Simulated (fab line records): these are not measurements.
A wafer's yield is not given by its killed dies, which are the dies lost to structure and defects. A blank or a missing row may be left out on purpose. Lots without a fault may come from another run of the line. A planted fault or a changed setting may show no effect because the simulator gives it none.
One fault seen from 2 desks :: flow n5_finfet :: every desk sees just its own numbers, and what lay behind them comes last

== TOOL OWNER'S DESK, litho_track-05 ==
The tool's own readings at N5_GATE_CUT_COAT_07 (resist thk 30 nm): means of the sampled wafers that have a number, for each lot that ran on this tool. Any lot whose mean is over 4 standard deviations away from the usual mean is out of limits and marked OUT; that distance is given in the brackets.
Columns: A = resist_line_temp_C at N5_GATE_CUT_COAT_07, usual 23.01 C; B = spin_speed_rpm at N5_GATE_CUT_COAT_07, usual 1500.0 rpm
lot: L239
first seen here: day 4 10:01
A: 22.83
B: 1499.9

lot: L240
first seen here: day 4 15:14
A: 23.08
B: 1500.8

lot: L255
first seen here: day 8 10:47
A: 22.93
B: 1500.4

lot: L257
first seen here: day 8 21:42
A: 22.96
B: 1366.7 (-99 or more) OUT

lot: L261
first seen here: day 10 00:23
A: 23.05
B: 1367.3 (-99 or more) OUT
This desk finds L257, L261 out of limits, L257 being first, at day 8 21:42 (spin_speed_rpm at N5_GATE_CUT_COAT_07). L239, L240, L255 stayed within limits.

== METROLOGY DESK ==
Means of the sampled wafers that have a number, per lot and without regard to the tool the lot ran on: this is what the gauges read. Any lot whose mean is over 4 standard deviations away from the usual mean is out of limits and marked OUT; that distance is given in the brackets. It has 11 readings; the 7 that lie furthest out on some lot are the ones shown.
Columns: A = cd_nm at N5_GATE_CUT_CD_MEAS_13, usual 19.98 nm; B = DIBL_N at N5_BEOL_M4_RC_MEAS_101, usual 36.5 mV/V; C = DIBL_P at N5_BEOL_M4_RC_MEAS_101, usual 36.9 mV/V; D = ION_N at N5_BEOL_M4_RC_MEAS_101, usual 673 uA/um; E = ION_P at N5_BEOL_M4_RC_MEAS_101, usual 462 uA/um; F = SS_P at N5_BEOL_M4_RC_MEAS_101, usual 73.4 mV/dec; G = VT_P at N5_BEOL_M4_RC_MEAS_101, usual -250 mV
lot: L239
first seen here: day 4 10:16
A: 19.81
B: 35.9
C: 35.7
D: 667
E: 457
F: 73.1
G: -254

lot: L240
first seen here: day 4 15:38
A: 19.86
B: 36.1
C: 37.3
D: 667
E: 462
F: 73.9
G: -247

lot: L242
first seen here: day 5 06:57
A: 19.87
B: 36.4
C: 37.8
D: 676
E: 470
F: 73.4
G: -249

lot: L245
first seen here: day 5 20:34
A: 20.22
B: 37.1
C: 37.2
D: 677
E: 464
F: 74.2
G: -251

lot: L251
first seen here: day 7 14:35
A: 19.99
B: 36.5
C: 36.7
D: 672
E: 460
F: 73.3
G: -251

lot: L255
first seen here: day 8 11:02
A: 19.73
B: 36.5
C: 37.0
D: 672
E: 461
F: 73.2
G: -249

lot: L256
first seen here: day 8 19:33
A: 19.96
B: 37.1
C: 39.1
D: 686
E: 466
F: 73.6
G: -248

lot: L257
first seen here: day 8 21:58
A: 20.38
B: 38.2
C: 39.5
D: 675
E: 461
F: 73.8
G: -251

lot: L259
first seen here: day 9 11:16
A: 19.97
B: 35.8
C: 37.2
D: 669
E: 453
F: 73.9
G: -255

lot: L261
first seen here: day 10 00:46
A: 19.84
B: 36.6
C: 35.5
D: 667
E: 458
F: 73.1
G: -250
Finding of this desk: none of the 10 lots has anything out of limits.

== ALL TOGETHER ==
At day 8 21:42, on L257, L261, the tool owner's desk was in a position to raise an alarm.
Metrology desk: nothing out of limits seen.
The metrology desk holds a record of L257, L261, inside its limits.
The lots listed all ran N5_GATE_CUT_COAT_07 on litho_track-05.

== WHAT THE SIMULATOR HAD PUT IN ==
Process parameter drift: litho_track-05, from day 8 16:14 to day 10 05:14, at N5_GATE_CUT_COAT_07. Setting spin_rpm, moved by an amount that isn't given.
Struck lots among those shown: L257, L261.
Time in hours from fault onset to the first out-of-limits reading at each desk: the tool owner's desk, 5.
